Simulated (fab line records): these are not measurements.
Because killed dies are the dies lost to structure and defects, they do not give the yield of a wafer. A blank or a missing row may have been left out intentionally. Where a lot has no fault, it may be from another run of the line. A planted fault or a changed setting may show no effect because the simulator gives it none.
One fault seen from 3 desks | flow nand harc | numbers are kept per desk, each desk with only its own; the story behind them comes last

THE TOOL OWNER'S DESK: arfi scanner-01
The tool's own readings at NHARC_A_CHANNEL_HOLE_D1_EXPOSE_07 (exposes mask HOLE D1, target cd 100 nm): means of the sampled wafers that have a number, for each lot that ran on this tool. Any lot whose mean is over 4 standard deviations away from the usual mean is out of limits and marked OUT; that distance is given in the brackets.
Columns: A = exposure dose mJ cm2 at NHARC_A_CHANNEL_HOLE_D1_EXPOSE_07, usual 59.59; B = reticle temp C at NHARC_A_CHANNEL_HOLE_D1_EXPOSE_07, usual 23.02 C
lot  | first seen here | A                       | B
L318 | day 10 15:02    | 59.54                   | 23.05
L323 | day 12 00:33    | 59.69                   | 23.05
L324 | day 12 09:26    | 37.31 (-99 or more) OUT | 23.01
L327 | day 12 17:49    | 41.77 (-99 or more) OUT | 23.08
L328 | day 12 18:19    | 43.25 (-99 or more) OUT | 22.95
This desk's verdict: out of limits on L324, L327, L328, starting with L324 at day 12 09:26 (exposure dose mJ cm2 at NHARC_A_CHANNEL_HOLE_D1_EXPOSE_07). L318, L323: within limits.

THE METROLOGY DESK
What the gauges read, lot by lot, whatever tool the lot ran on: means of the sampled wafers that have a number. Any lot whose mean is over 4 standard deviations away from the usual mean is out of limits and marked OUT; that distance is given in the brackets.
Columns: A = cd nm at NHARC_A_CHANNEL_HOLE_D1_CD_MEAS_10, usual 100.0 nm; B = cd nm at NHARC_A_CHANNEL_HOLE_D1_CD_MEAS_30, usual 89.9 nm
lot  | first seen here | A              | B
L309 | day 8 03:09     | 100.5          | 89.6
L310 | day 8 19:52     | 100.2          | 89.6
L313 | day 9 01:41     | 99.8           | 90.8
L311 | day 9 02:08     | 100.3          | 91.2
L315 | day 9 20:36     | 100.0          | 89.8
L316 | day 9 21:41     | 99.6           | 89.5
L318 | day 10 15:11    | 99.5           | 88.9
L321 | day 11 10:02    | 100.1          | 89.5
L320 | day 11 10:16    | 100.3          | 89.9
L323 | day 12 00:41    | 100.3          | 89.4
L324 | day 12 09:34    | 77.6 (-52) OUT | 68.4 (-24) OUT
L327 | day 12 17:58    | 83.1 (-39) OUT | 72.5 (-19) OUT
L328 | day 12 18:28    | 85.5 (-34) OUT | 76.0 (-15) OUT
L330 | day 13 06:34    | 99.7           | 90.4
L331 | day 13 13:01    | 100.2          | 90.2
This desk's verdict: out of limits on L324, L327, L328, starting with L324 at day 12 09:34 (cd nm at NHARC_A_CHANNEL_HOLE_D1_CD_MEAS_10). L309, L310, L313, L311, L315, L316, L318, L321, L320, L323, L330, L331: within limits.

THE DEFECT DESK
For each lot, the counts of the inspections along the route, averaged over the sampled wafers that have a number. Any lot whose mean is over 4 standard deviations away from the usual mean is out of limits and marked OUT; that distance is given in the brackets.
Columns: A = raw defect count at NHARC_A_ZERO_WELL_INSPECT_17, usual 11; B = raw defect count at NHARC_A_CHANNEL_HOLE_D1_INSPECT_12, usual 6
lot  | first seen here | A  | B
L309 | day 6 16:13     | 11 | 7
L310 | day 7 01:35     | 7  | 14
L311 | day 7 06:05     | 8  | 8
L313 | day 7 08:15     | 6  | 8
L315 | day 8 05:25     | 14 | 6
L316 | day 8 10:12     | 14 | 6
L318 | day 9 01:24     | 14 | 6
L320 | day 9 17:37     | 7  | 3
L321 | day 9 19:16     | 10 | 6
L323 | day 10 08:24    | 10 | 6
L324 | day 10 20:39    | 4  | 6
L327 | day 11 03:00    | 8  | 4
L328 | day 11 08:20    | 10 | 5
L330 | day 11 20:14    | 16 | 4
L331 | day 11 23:41    | 8  | 6
This desk's finding: nothing out of limits on any of the 15 lots.

PUT TOGETHER
The tool owner's desk could have raised an alarm at day 12 09:26, on L324, L327, L328.
L324, L327, L328 would have let the metrology desk raise an alarm at day 12 09:34.
The defect desk saw nothing out of limits.
The defect desk has L324, L327, L328 on record, within its limits.
NHARC_A_CHANNEL_HOLE_D1_EXPOSE_07 was run on arfi scanner-01 by each of the lots named.

WHAT THE SIMULATOR HAD INSERTED
Process parameters drifting: arfi scanner-01 at NHARC_A_CHANNEL_HOLE_D1_EXPOSE_07, beginning at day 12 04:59. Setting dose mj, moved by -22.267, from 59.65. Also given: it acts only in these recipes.
Struck lots among those shown: L324, L327, L328.
Time in hours from fault onset to the first out-of-limits reading at each desk: tool owner's desk 4, metrology desk 5.
